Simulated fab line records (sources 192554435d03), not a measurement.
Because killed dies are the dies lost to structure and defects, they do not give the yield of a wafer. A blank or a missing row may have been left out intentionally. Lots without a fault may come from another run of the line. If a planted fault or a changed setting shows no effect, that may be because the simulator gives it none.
Lot-split experiment ; flow n5 finfet ; route with 1938 steps; 7 lots, 21 wafers read

== ON THE SPLIT ==
At N5_BEOL_M1_HM_DEP_02 (deposits TiN, target thk 20 nm), the setting target thk a was moved away from the recipe's 200 angstrom on 9 of the 21 wafers read, by -11.8% to +10.5%. For the rest of the wafers, this setting stayed at what the recipe calls for.

== FROM THE SPLIT TO THE READING: what the file shows between them, 4 steps ==
- N5_BEOL_M1_COAT_61: time 60 s, resist thk 60 nm
- N5_BEOL_M1_COAT_62: time 60 s, resist thk 12 nm
- N5_BEOL_M1_STRIP_75: strips in N2/H2
- N5_BEOL_M1_STRIP_66: strips in CF4

== THE READING ==
etch.depth nm (the simulator's own value, which no gauge read), in nm, at N5_BEOL_M1_HM_OPEN_17 (chemistry Cl2/BCl3, target TiN, target depth 20 nm, overetch 6 nm). There is no usual value for it anywhere in the file. Average 20.04 nm, standard deviation 0.2 nm, over the 12 wafers here run with the recipe.

wafer;tool, chamber at the split;target thk a as run, angstrom;against the recipe;etch.depth nm, nm;against lot-mates on the recipe
L076.1;pvd sputter-02, -;176.5;-11.8%;17.7;-2.53
L076.2;pvd sputter-02, -;200;recipe;20.3;-
L076.4;pvd sputter-02, -;200;recipe;20.16;-
L079.1;pvd sputter-01, -;179.4;-10.3%;18.28;-2.07
L079.3;pvd sputter-01, -;179.4;-10.3%;18.13;-2.22
L079.6;pvd sputter-01, -;200;recipe;20.35;-
L083.3;pvd sputter-03, -;212.1;+6.0%;21.39;+1.34
L083.5;pvd sputter-03, -;200;recipe;20.05;-
L083.6;pvd sputter-03, -;200;recipe;20.04;-
L088.2;pvd sputter-03, -;200;recipe;19.82;-
L088.3;pvd sputter-03, -;221;+10.5%;21.86;+2.04
L088.4;pvd sputter-03, -;221;+10.5%;22;+2.18
L091.1;pvd sputter-01, -;180.6;-9.7%;18.05;-1.53
L091.4;pvd sputter-01, -;200;recipe;19.58;-
L091.5;pvd sputter-01, -;180.6;-9.7%;17.99;-1.59
L096.3;pvd sputter-03, -;200;recipe;20.13;-
L096.5;pvd sputter-03, -;200;recipe;20.12;-
L096.6;pvd sputter-03, -;187.8;-6.1%;18.79;-1.34
L097.2;pvd sputter-03, -;200;recipe;19.98;-
L097.4;pvd sputter-03, -;200;recipe;19.91;-
L097.5;pvd sputter-03, -;200;recipe;20.06;-

THE FIT
A straight line over all 21 wafers: etch.depth nm changes by +0.192 nm for each +1% of target thk a; r = +0.99; the points scatter about the line by 0.19 nm.
The same after taking each lot's own level away (the mean of its wafers on the recipe; 21 wafers): +0.199 nm for each +1%; r = +0.99; scatter 0.15 nm.
According to that fit, moving target thk a by its largest amount changes the reading by 2.3 nm.
Measured against the standard deviation above, the lots' own levels, which go from 19.580 to 20.350 nm, span 3.9 times it.
The two slopes agree, so the slope changes little with the lot-to-lot level.
Check: -2.27 nm against its lot-mates is what the line predicts for one of the wafers moved furthest among these (-11.8%) when that wafer is left out of the fit. Against them it came out at -2.53 nm.

== THE WHOLE CHAIN: every reading that the file lists as answering this split, in the file's order ==
step;what it does;reading;change (the file's fit);r (the file's)
N5_BEOL_M1_HM_DEP_02;deposits TiN, target thk 20 nm;TiN_of_BEOL_M1_HM_DEP_02.thk nm (the simulator's own value, which no gauge read);+0.204 nm for each +1% of the setting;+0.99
N5_BEOL_M1_HM_OPEN_17;chemistry Cl2/BCl3, target TiN, target depth 20 nm, overetch 6 nm;etch.depth nm (the simulator's own value, which no gauge read);+0.202 nm for each +1% of the setting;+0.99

== THE FILE'S OWN FIT ==
etch.depth nm changes by +0.202 nm for each +1% of target thk a, r = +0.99.
